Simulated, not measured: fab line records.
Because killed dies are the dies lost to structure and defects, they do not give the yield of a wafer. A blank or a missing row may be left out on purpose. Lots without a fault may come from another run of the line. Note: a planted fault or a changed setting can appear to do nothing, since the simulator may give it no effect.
Chamber matching / flow nand_harc / 4 sister chambers for NHARC_A_WL_FILL_ALD_00 on ald_hk-03
The step deposits Al2O3, target thk 3 nm, pulse time 3 s, ald cycles 30. 22 wafers are shown with their chamber, then 11 later ones without.

WAFERS, EACH WITH ITS CHAMBER
wafer=L074.3; chamber=0; heater_power_w (W)=441; precursor_pulse_height_rel=1.014
wafer=L074.4; chamber=3; heater_power_w (W)=380; precursor_pulse_height_rel=0.977
wafer=L074.6; chamber=3; heater_power_w (W)=378; precursor_pulse_height_rel=0.997
wafer=L075.2; chamber=1; heater_power_w (W)=489; precursor_pulse_height_rel=0.986
wafer=L075.4; chamber=2; heater_power_w (W)=450; precursor_pulse_height_rel=1.000
wafer=L075.5; chamber=0; heater_power_w (W)=452; precursor_pulse_height_rel=0.970
wafer=L076.1; chamber=0; heater_power_w (W)=436; precursor_pulse_height_rel=0.997
wafer=L076.4; chamber=1; heater_power_w (W)=501; precursor_pulse_height_rel=1.009
wafer=L076.5; chamber=3; heater_power_w (W)=388; precursor_pulse_height_rel=0.993
wafer=L078.1; chamber=0; heater_power_w (W)=446; precursor_pulse_height_rel=0.980
wafer=L078.3; chamber=1; heater_power_w (W)=507; precursor_pulse_height_rel=1.002
wafer=L078.4; chamber=2; heater_power_w (W)=448; precursor_pulse_height_rel=0.994
wafer=L079.1; chamber=2; heater_power_w (W)=450; precursor_pulse_height_rel=1.019
wafer=L079.5; chamber=0; heater_power_w (W)=442; precursor_pulse_height_rel=1.008
wafer=L079.6; chamber=1; heater_power_w (W)=502; precursor_pulse_height_rel=1.008
wafer=L082.1; chamber=1; heater_power_w (W)=522; precursor_pulse_height_rel=1.011
wafer=L082.3; chamber=2; heater_power_w (W)=439; precursor_pulse_height_rel=0.996
wafer=L082.4; chamber=0; heater_power_w (W)=442; precursor_pulse_height_rel=1.009
wafer=L086.2; chamber=3; heater_power_w (W)=367; precursor_pulse_height_rel=0.991
wafer=L086.5; chamber=0; heater_power_w (W)=446; precursor_pulse_height_rel=1.018
wafer=L086.6; chamber=3; heater_power_w (W)=370; precursor_pulse_height_rel=1.011
wafer=L084.1; chamber=0; heater_power_w (W)=461; precursor_pulse_height_rel=1.006

SIGNATURES (averages over the wafers above)
reading=heater_power_w; chamber 0=445.75; chamber 1=504.20; chamber 2=446.75; chamber 3=376.60; scatter within a chamber=8.66
reading=precursor_pulse_height_rel; chamber 0=1.00025; chamber 1=1.00320; chamber 2=1.00225; chamber 3=0.99380; scatter within a chamber=0.0138
Rule: for a wafer and a chamber, the distance is found by dividing, reading by reading, the gap between the wafer's reading and the chamber's mean by the reading's scatter, squaring, summing and taking the root. If the next closest chamber is less than 2 further off than the closest, the wafer can't be placed; otherwise it belongs to the closest. The scatter: take each reading less its chamber's mean, square it, sum over the shown wafers, divide by the number of wafers less the number of chambers, and take the root.

WAFERS WITH NO CHAMBER GIVEN
wafer=L084.4; heater_power_w (W)=379; precursor_pulse_height_rel=0.986
wafer=L084.6; heater_power_w (W)=446; precursor_pulse_height_rel=1.019
wafer=L090.1; heater_power_w (W)=362; precursor_pulse_height_rel=1.015
wafer=L090.3; heater_power_w (W)=454; precursor_pulse_height_rel=0.997
wafer=L090.5; heater_power_w (W)=368; precursor_pulse_height_rel=1.029
wafer=L089.3; heater_power_w (W)=371; precursor_pulse_height_rel=0.978
wafer=L089.4; heater_power_w (W)=450; precursor_pulse_height_rel=0.964
wafer=L089.6; heater_power_w (W)=454; precursor_pulse_height_rel=1.020
wafer=L097.2; heater_power_w (W)=379; precursor_pulse_height_rel=0.990
wafer=L097.4; heater_power_w (W)=490; precursor_pulse_height_rel=0.993
wafer=L097.6; heater_power_w (W)=464; precursor_pulse_height_rel=0.962

THE CHAMBER EACH PASSED THROUGH
wafer=L084.4; from the rows above=3; in truth=3
wafer=L084.6; from the rows above=can't be placed: 2 or 0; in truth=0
wafer=L090.1; from the rows above=3; in truth=3
wafer=L090.3; from the rows above=can't be placed: 2 or 0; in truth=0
wafer=L090.5; from the rows above=3; in truth=3
wafer=L089.3; from the rows above=3; in truth=3
wafer=L089.4; from the rows above=can't be placed: 0 or 2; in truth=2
wafer=L089.6; from the rows above=can't be placed: 2 or 0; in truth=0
wafer=L097.2; from the rows above=3; in truth=3
wafer=L097.4; from the rows above=1; in truth=1
wafer=L097.6; from the rows above=can't be placed: 0 or 2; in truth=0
6 of 11 placed correctly. From these rows, 5 cannot be placed; in 5 the true chamber is one of the candidates. Number placed wrongly: 0.
